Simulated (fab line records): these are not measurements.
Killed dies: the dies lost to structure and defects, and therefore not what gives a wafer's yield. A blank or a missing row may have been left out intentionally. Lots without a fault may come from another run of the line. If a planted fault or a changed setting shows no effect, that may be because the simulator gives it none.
fab line records + flow nand-harc
[record]
- lots = 6
- wafers = 17
- last-day = 24
route steps=1159 shown A_SLIT@802 A_SIN_REMOVE@804 A_WL_FILL@809
lots that met no fault: taken from a fault-free run of the same line
start-h: the number of hours between the record's first day and the start of the first shown wafer of the lot + wait-h: hours from the lot's prior step to this one + " identical to the entry in the row above + L1.1+2: several wafers, shown together as one row + - no value, or no start was given + * or withheld: withheld + < > ~ a bound
route shown NAME@n: NAME is a module with steps in the file, n the number in the route of the first one + usual: the fault-free wafers' mean and standard deviation + same: alike in all rows + chamber/n: place in a boat + sites: the reading at each site + _std_site: standard deviation of those values + _edge_site: outer sites' mean less inner sites' + radius-mm: how far each site lies from the wafer's centre + mask NAME#n: copy n + behind: the most recent tool/chamber to have shaped the wafer + hold: the reason the lot was held/the length of the hold in hours/how it ended + device: which transistor (n, p or np) failed to switch + end of line: the tests these same wafers got at the end of their route + a step without rows: its recipe alone + killed: dies lost to structure and defects at the first sort, not the wafer's yield + map: per-die view of a wafer (x killed, . not killed, _ where there is no die)
set.NAME: the setting as run; set.NAME@STEP: as run at that earlier step + model.NAME: the simulator's own value behind a step, which no gauge read
lots at some steps of the route; a table a step, a row a wafer
services: the hour from which a tool's chamber was out of use, counted from the record's first day as start-h (under 0 if before that day), plus the number of hours and why
[[steps]]
[step NHARC_A_SLIT_SRD_20]
[step NHARC_A_SLIT_CD_MEAS_21]
[usual]
- cd-nm = 289.4/0.97
| lot.wafer | tool      | chamber | start-h | wait-h | cd-nm |
|-----------|-----------|---------|---------|--------|-------|
| L997.2    | cd-sem-01 | -       | 348.68  | -      | 289.0 |
| L997.4    | "         | -       | "       | "      | 290.0 |
| L997.6    | "         | -       | "       | "      | 289.0 |
| L999.5    | cd-sem-02 | -       | 366.17  | -      | 289.1 |
| L999.6    | "         | -       | "       | "      | 289.8 |
| L102.2    | cd-sem-01 | -       | 403.96  | -      | 289.0 |
| L102.5    | "         | -       | "       | "      | 289.3 |
| L102.6    | "         | -       | "       | "      | 288.7 |
| L113.2    | cd-sem-02 | -       | 442.95  | -      | 289.7 |
| L113.5    | "         | -       | "       | "      | 289.2 |
| L113.6    | "         | -       | "       | "      | 290.0 |
| L111.2    | cd-sem-02 | -       | 454.63  | -      | 290.3 |
| L111.3    | "         | -       | "       | "      | 288.2 |
| L111.6    | "         | -       | "       | "      | 289.0 |
| L114.1    | cd-sem-03 | -       | 456.21  | -      | 289.4 |
| L114.4    | "         | -       | "       | "      | 290.4 |
| L114.5    | "         | -       | "       | "      | 290.1 |
[step NHARC_A_SIN_REMOVE_WET_00]
[recipe]
- temp-c = 160
- time-s = 15300
- chemistry = H3PO4
[step NHARC_A_SIN_REMOVE_PRECLEAN_01]
[recipe]
- time-s = *
- temp-c = 50
- bath-age-min = 0
- chemistry = SC1
[step NHARC_A_SIN_REMOVE_SRD_02]
[step NHARC_A_SIN_REMOVE_INSPECT_04]
[usual]
- raw-defect-count = 288/84
| lot.wafer | tool              | chamber | start-h | wait-h | raw-defect-count |
|-----------|-------------------|---------|---------|--------|------------------|
| L997.2    | defect-inspect-02 | -       | 355.78  | 0.0    | 237              |
| L997.4    | "                 | -       | "       | "      | 238              |
| L997.6    | "                 | -       | "       | "      | 284              |
| L999.5    | defect-inspect-02 | -       | 373.82  | 0.0    | 219              |
| L999.6    | "                 | -       | "       | "      | 319              |
| L102.2    | defect-inspect-02 | -       | 411.71  | 0.0    | 240              |
| L102.5    | "                 | -       | "       | "      | 234              |
| L102.6    | "                 | -       | "       | "      | 192              |
| L113.2    | defect-inspect-02 | -       | 450.30  | 0.0    | 199              |
| L113.5    | "                 | -       | "       | "      | 181              |
| L113.6    | "                 | -       | "       | "      | 213              |
| L111.2    | defect-inspect-01 | -       | 462.42  | 0.0    | 373              |
| L111.3    | "                 | -       | "       | "      | 523              |
| L111.6    | "                 | -       | "       | "      | 417              |
| L114.1    | defect-inspect-02 | -       | 462.43  | 0.0    | 373              |
| L114.4    | "                 | -       | "       | "      | 377              |
| L114.5    | "                 | -       | "       | "      | 385              |
[step NHARC_A_WL_FILL_ALD_00]
[recipe]
- target-thk-a = 30
- pulse-time-s = 3
- ald-cycles = 30
- temp-c = 300
- material = Al2O3
[usual]
- heater-power-w = 467/54
- precursor-pulse-height-rel = 0.998/0.017
| lot.wafer | tool      | chamber | start-h | wait-h | heater-power-w | precursor-pulse-height-rel | since-wet-clean-h |
|-----------|-----------|---------|---------|--------|----------------|----------------------------|-------------------|
| L997.2    | ald-hk-04 | 0       | 355.99  | 0.2    | 459            | 0.990                      | 160               |
| L997.4    | "         | 1       | "       | "      | 507            | 0.987                      | 160               |
| L997.6    | "         | 1       | "       | "      | 504            | 1.004                      | -                 |
| L999.5    | ald-hk-02 | 0       | 373.99  | 0.2    | 540            | 1.003                      | -                 |
| L999.6    | "         | 1       | "       | "      | 401            | 0.988                      | -                 |
| L102.2    | ald-hk-02 | 1       | 411.77  | 0.1    | 397            | 0.986                      | 121               |
| L102.6    | "         | 1       | "       | "      | 402            | 1.010                      | -                 |
| L102.5    | "         | 2       | "       | "      | 453            | 1.001                      | -                 |
| L113.2    | ald-hk-03 | 3       | 450.42  | 0.1    | 497            | 0.990                      | 116               |
| L113.6    | "         | 1       | "       | "      | 400            | 0.990                      | -                 |
| L113.5    | "         | 2       | "       | "      | 466            | 0.984                      | -                 |
| L111.3    | ald-hk-04 | 2       | 462.52  | 0.1    | 588            | 1.014                      | 87                |
| L111.2    | "         | 0       | "       | "      | 431            | 0.999                      | 87                |
| L111.6    | "         | 2       | "       | "      | 590            | 0.986                      | -                 |
| L114.4    | ald-hk-03 | 1       | 462.52  | 0.1    | 415            | 0.983                      | 128               |
| L114.1    | "         | 2       | "       | "      | 467            | 1.017                      | 128               |
| L114.5    | "         | 1       | "       | "      | 409            | 0.998                      | -                 |
[step NHARC_A_WL_FILL_RTA_01]
[recipe]
- temp-c = 1000
- time-s = 5
[usual]
- lamp-power-pct = 28.3/2.8
- wafer_temp_C_max = 1005.0/0.99
| lot.wafer | tool          | chamber | start-h | wait-h | lamp-power-pct | wafer_temp_C_max |
|-----------|---------------|---------|---------|--------|----------------|------------------|
| L997.2    | rtp-anneal-02 | 0       | 356.30  | -      | 25.3           | 1003.9           |
| L997.4    | "             | 0       | "       | "      | 25.3           | 1006.4           |
| L997.6    | "             | 0       | "       | "      | 25.2           | 1004.0           |
| L999.5    | rtp-anneal-01 | 0       | 374.27  | -      | 30.9           | 1005.8           |
| L999.6    | "             | 0       | "       | "      | 30.9           | 1008.6           |
| L102.2    | rtp-anneal-01 | 0       | 412.23  | 0.4    | 30.9           | 1003.9           |
| L102.5    | "             | 0       | "       | "      | 30.9           | 1004.4           |
| L102.6    | "             | 0       | "       | "      | 30.9           | 1005.9           |
| L113.2    | rtp-anneal-01 | 0       | 450.65  | -      | 30.9           | 1005.6           |
| L113.5    | "             | 0       | "       | "      | 30.9           | 1004.5           |
| L113.6    | "             | 0       | "       | "      | 30.9           | 1006.8           |
| L114.1    | rtp-anneal-01 | 0       | 462.76  | -      | 30.9           | 1006.2           |
| L114.4    | "             | 0       | "       | "      | 30.9           | 1004.6           |
| L114.5    | "             | 0       | "       | "      | 30.9           | 1006.4           |
| L111.2    | rtp-anneal-02 | 0       | 462.78  | -      | 25.2           | 1005.4           |
| L111.3    | "             | 0       | "       | "      | 25.3           | 1004.1           |
| L111.6    | "             | 0       | "       | "      | 25.3           | 1005.1           |
[step NHARC_A_WL_FILL_ALD_02]
[recipe]
- target-thk-a = 20
- pulse-time-s = 3
- ald-cycles = 100
- temp-c = 450
- material = TiN
[usual]
- heater-power-w = 1026/92
- precursor-pulse-height-rel = 1.000/0.019
| lot.wafer | tool         | chamber | start-h | wait-h | heater-power-w | precursor-pulse-height-rel | since-wet-clean-h |
|-----------|--------------|---------|---------|--------|----------------|----------------------------|-------------------|
| L997.4    | ald-metal-02 | 0       | 356.52  | 0.1    | 1068           | 0.987                      | 161               |
| L997.2    | "            | 2       | "       | "      | 1082           | 0.980                      | 161               |
| L997.6    | "            | 3       | "       | "      | 876            | 1.032                      | -                 |
| L999.5    | ald-metal-02 | 2       | 374.52  | 0.2    | 1095           | 0.975                      | -                 |
| L999.6    | "            | 3       | "       | "      | 863            | 0.990                      | -                 |
| L102.2    | ald-metal-03 | 2       | 412.53  | 0.3    | 984            | 1.027                      | 81                |
| L102.5    | "            | 3       | "       | "      | 990            | 0.975                      | -                 |
| L102.6    | "            | 0       | "       | "      | 1016           | 0.985                      | -                 |
| L113.2    | ald-metal-04 | 2       | 450.88  | 0.2    | 1255           | 1.013                      | 35                |
| L113.6    | "            | 1       | "       | "      | 971            | 1.003                      | -                 |
| L113.5    | "            | 2       | "       | "      | 1254           | 0.972                      | -                 |
| L111.2    | ald-metal-03 | 1       | 463.04  | 0.2    | 1136           | 0.969                      | 131               |
| L111.3    | "            | 2       | "       | "      | 996            | 1.027                      | 131               |
| L111.6    | "            | 0       | "       | "      | 1035           | 0.977                      | -                 |
| L114.1    | ald-metal-02 | 3       | 463.05  | 0.3    | 884            | 1.010                      | 89                |
| L114.4    | "            | 0       | "       | "      | 1086           | 1.009                      | 89                |
| L114.5    | "            | 2       | "       | "      | 1132           | 0.992                      | -                 |
[step NHARC_A_WL_FILL_CVD_03]
[recipe]
- target-thk-a = 400
- temp-c = 300
- pressure-torr = 40
- wf6-flow-sccm = 40
- h2-flow-sccm = 1600
- ar-flow-sccm = 1560
- time-s = 3302
- material = W
[usual]
- heater-power-w = 435/25
- throttle-valve-pct = 8.08/0.28
| lot.wafer | tool     | chamber | start-h | wait-h | heater-power-w | since-wet-clean-h | throttle-valve-pct |
|-----------|----------|---------|---------|--------|----------------|-------------------|--------------------|
| L997.2    | cvd-w-01 | 1       | 359.39  | 2.5    | 423            | 53                | 7.62               |
| L997.4    | "        | 0       | 360.82  | 4.0    | 475            | -                 | 8.28               |
| L997.6    | "        | 0       | "       | "      | 469            | -                 | 7.97               |
| L999.5    | cvd-w-01 | 0       | 379.01  | 4.3    | 483            | -                 | 8.09               |
| L999.6    | "        | 1       | "       | "      | 419            | -                 | 7.75               |
| L102.2    | cvd-w-01 | 0       | 413.32  | 0.5    | 474            | 106               | 8.33               |
| L102.5    | "        | 1       | 414.73  | 1.9    | 409            | -                 | 7.66               |
| L102.6    | "        | 0       | "       | "      | 467            | -                 | 8.43               |
| L113.2    | cvd-w-01 | 0       | 455.63  | 4.4    | 463            | 149               | 8.49               |
| L113.5    | "        | 0       | 457.52  | 6.3    | 475            | -                 | 8.44               |
| L113.6    | "        | 1       | "       | "      | 424            | -                 | 8.09               |
| L111.2    | cvd-w-02 | 0       | 463.41  | 0.1    | 445            | 74                | 8.00               |
| L111.3    | "        | 0       | "       | "      | 435            | -                 | 8.13               |
| L111.6    | "        | 1       | 465.76  | 2.4    | 414            | -                 | 8.14               |
| L114.1    | cvd-w-01 | 0       | 463.63  | 0.3    | 458            | 157               | 8.40               |
| L114.4    | "        | 1       | 465.07  | 1.7    | 412            | -                 | 8.14               |
| L114.5    | "        | 1       | "       | "      | 421            | -                 | 7.87               |
[step NHARC_A_WL_FILL_ETCHBACK_04]
[recipe]
- target-depth-a = 600
- time-s = 120
- chemistry = NF3
[usual]
- chamber-pressure-mTorr = 300.0/0.37
- drypump-motor-current-A = 5.8/0.44
- oes-product-au = 0.990/0.0092
- run-length-s = 141.0/0.34
| lot.wafer | tool         | chamber | start-h | wait-h | chamber-pressure-mTorr | drypump-motor-current-A | oes-product-au | rf-hours-counter-h | run-length-s |
|-----------|--------------|---------|---------|--------|------------------------|-------------------------|----------------|--------------------|--------------|
| L997.2    | rie-metal-02 | 1       | 362.73  | 2.9    | 300.0                  | 5.8                     | 0.994          | 4.5                | 141.1        |
| L997.4    | "            | 0       | "       | "      | 299.7                  | 6.3                     | 0.995          | -                  | 140.8        |
| L997.6    | "            | 0       | "       | "      | 300.0                  | 6.3                     | 1.002          | -                  | 97.9         |
| L999.5    | rie-metal-02 | 0       | 380.56  | 1.1    | 300.4                  | 6.3                     | 0.988          | -                  | 97.6         |
| L999.6    | "            | 1       | "       | "      | 299.9                  | 5.8                     | 0.990          | -                  | 97.8         |
| L102.2    | rie-metal-03 | 0       | 416.21  | 2.4    | 299.6                  | 5.0                     | 0.984          | -                  | 140.5        |
| L102.5    | "            | 0       | "       | "      | 299.8                  | 5.0                     | 0.993          | -                  | 141.2        |
| L102.6    | "            | 0       | "       | "      | 299.9                  | 5.0                     | 0.985          | -                  | 140.5        |
| L113.2    | rie-metal-02 | 1       | 458.96  | 2.9    | 299.4                  | 5.7                     | 0.989          | 2.7                | 141.3        |
| L113.5    | "            | 1       | "       | "      | 300.1                  | 5.8                     | 0.994          | -                  | 141.4        |
| L113.6    | "            | 0       | "       | "      | 300.1                  | 6.3                     | 0.998          | -                  | 140.9        |
| L111.2    | rie-metal-03 | 1       | 466.72  | 2.8    | 300.1                  | 5.6                     | 1.008          | 0.0                | 140.8        |
| L111.3    | "            | 1       | "       | "      | 299.3                  | 5.6                     | 1.003          | -                  | 140.9        |
| L111.6    | "            | 1       | "       | "      | 300.0                  | 5.6                     | 0.990          | -                  | 140.8        |
| L114.1    | rie-metal-02 | 0       | 466.99  | 2.9    | 300.5                  | 6.3                     | 0.993          | 2.9                | 141.1        |
| L114.4    | "            | 1       | "       | "      | 300.5                  | 5.8                     | 0.985          | -                  | 141.1        |
| L114.5    | "            | 1       | "       | "      | 300.3                  | 5.8                     | 0.990          | -                  | 141.3        |
[step NHARC_A_WL_FILL_ETCHBACK_05]
[recipe]
- target-depth-a = 220
- time-s = 60
- temp-c = 40
- chemistry = Cl2/BCl3
[usual]
- chamber-pressure-mTorr = 9.999/0.0088
- drypump-motor-current-A = 5.8/0.44
- oes-product-au = 0.989/0.0088
- run-length-s = 81.0/0.35
| lot.wafer | tool         | chamber | start-h | wait-h | chamber-pressure-mTorr | drypump-motor-current-A | oes-product-au | rf-hours-counter-h | run-length-s |
|-----------|--------------|---------|---------|--------|------------------------|-------------------------|----------------|--------------------|--------------|
| L997.2    | rie-metal-02 | 0       | 362.98  | 0.2    | 9.987                  | 6.3                     | 0.993          | 4.6                | 80.8         |
| L997.4    | "            | 0       | "       | "      | 10.002                 | 6.3                     | 0.998          | -                  | 80.8         |
| L997.6    | "            | 1       | "       | "      | 10.009                 | 5.8                     | 0.987          | -                  | 81.0         |
| L999.5    | rie-metal-02 | 0       | 380.72  | 0.1    | 10.001                 | 6.3                     | 0.986          | -                  | 81.4         |
| L999.6    | "            | 1       | "       | "      | 9.992                  | 5.8                     | 0.975          | -                  | 81.4         |
| L102.2    | rie-metal-03 | 0       | 416.61  | 0.3    | 10.000                 | 5.0                     | 0.980          | -                  | 80.3         |
| L102.5    | "            | 0       | "       | "      | 9.986                  | 4.9                     | 0.988          | -                  | 80.8         |
| L102.6    | "            | 0       | "       | "      | 9.991                  | 4.9                     | 0.990          | -                  | 80.6         |
| L113.2    | rie-metal-02 | 1       | 459.22  | 0.2    | 9.994                  | 5.8                     | 0.984          | 2.8                | 81.0         |
| L113.5    | "            | 0       | "       | "      | 9.998                  | 6.3                     | 0.987          | -                  | 81.6         |
| L113.6    | "            | 1       | "       | "      | 10.003                 | 5.8                     | 0.994          | -                  | 81.0         |
| L111.2    | rie-metal-03 | 0       | 466.97  | 0.2    | 10.005                 | 5.0                     | 0.992          | 0.1                | 80.9         |
| L111.3    | "            | 1       | "       | "      | 9.990                  | 5.6                     | 0.989          | -                  | 81.4         |
| L111.6    | "            | 0       | "       | "      | 10.006                 | 5.0                     | 0.987          | -                  | 81.2         |
| L114.1    | rie-metal-02 | 1       | 467.25  | 0.2    | 10.010                 | 5.8                     | 0.990          | 3.0                | 81.1         |
| L114.4    | "            | 0       | "       | "      | 9.982                  | 6.3                     | 0.988          | -                  | 81.0         |
| L114.5    | "            | 0       | "       | "      | 10.001                 | 6.3                     | 0.996          | -                  | 80.7         |
[[services]]
| tool         | chamber | start-h | hours | kind       |
|--------------|---------|---------|-------|------------|
| cvd-w-01     | -       | 346.41  | 2.6   | repair     |
| ald-metal-02 | -       | 364.00  | 10.0  | pm         |
| ald-metal-02 | 0       | 364.00  | 10.0  | vent-cycle |
| ald-metal-02 | 1       | 364.00  | 10.0  | vent-cycle |
| cvd-w-02     | -       | 377.07  | 13.0  | pm         |
| ald-metal-04 | -       | 378.15  | 0.4   | repair     |
| rie-metal-02 | -       | 388.00  | 9.0   | pm         |
| rie-metal-02 | 0       | 388.00  | 9.0   | vent-cycle |
| rie-metal-02 | 1       | 388.00  | 9.0   | vent-cycle |
| rie-metal-02 | 0       | 397.00  | -     | clean      |
| rie-metal-02 | 1       | 397.00  | -     | clean      |
| ald-metal-04 | -       | 406.00  | 10.0  | pm         |
| rie-metal-03 | 1       | 414.50  | 14.0  | repair     |
| ald-metal-02 | 3       | 430.15  | 3.2   | repair     |
| ald-metal-04 | -       | 435.60  | 0.7   | repair     |
| rie-metal-03 | -       | 453.00  | 9.0   | pm         |
| rie-metal-03 | 0       | 453.00  | 9.0   | vent-cycle |
| rie-metal-03 | 1       | 453.00  | 9.0   | vent-cycle |
| ald-metal-03 | 0       | 453.21  | 8.1   | repair     |
| ald-metal-04 | 3       | 456.37  | 3.1   | repair     |
| ald-hk-02    | -       | 459.06  | 10.0  | pm         |
| cvd-w-02     | -       | 459.95  | 0.9   | repair     |
| rie-metal-03 | 0       | 462.00  | -     | clean      |
| rie-metal-03 | 1       | 462.00  | -     | clean      |
[[key]]
[first-sign]
- step = NHARC_A_WL_FILL_ETCHBACK_04
- reading = run-length-s
- direction = down
- sigmas = 99+
- usual = *
- struck = *
effect none on later readings
met-at NHARC_A_WL_FILL_ETCHBACK_04
struck-wafers L997.6,L999.5,L999.6
later-rows-left-out L997.6,L999.5,L999.6
sort-left-out L997.6,L999.5,L999.6
tester-left-out L997,L999
[fault]
- kind = process-parameter-drift
- tool = rie-metal-02
- chamber = -
- onset-h = 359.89
- steps = NHARC_A_WL_FILL_ETCHBACK_04
- channel = time-s
- offset = *
- shape = step
- end-h = 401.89
- scope = struck-wafers-only
- acts-in = *
- stated = *
// tester-left-out: of these lots the tester's yield and bins aren't shown, on N5 and GAA mostly nor the transistor test; their killed dies are dies lost to structure and defects alone, not to doping, threshold or leakage, so they don't give the yield
// sort-left-out: the simulated sort isn't trusted on such a fault, so these wafers' sort isn't shown, and their yield isn't known
// later-rows-left-out: the simulator's readings of these wafers behind a module that went badly wrong aren't trusted and aren't shown, but for the sort
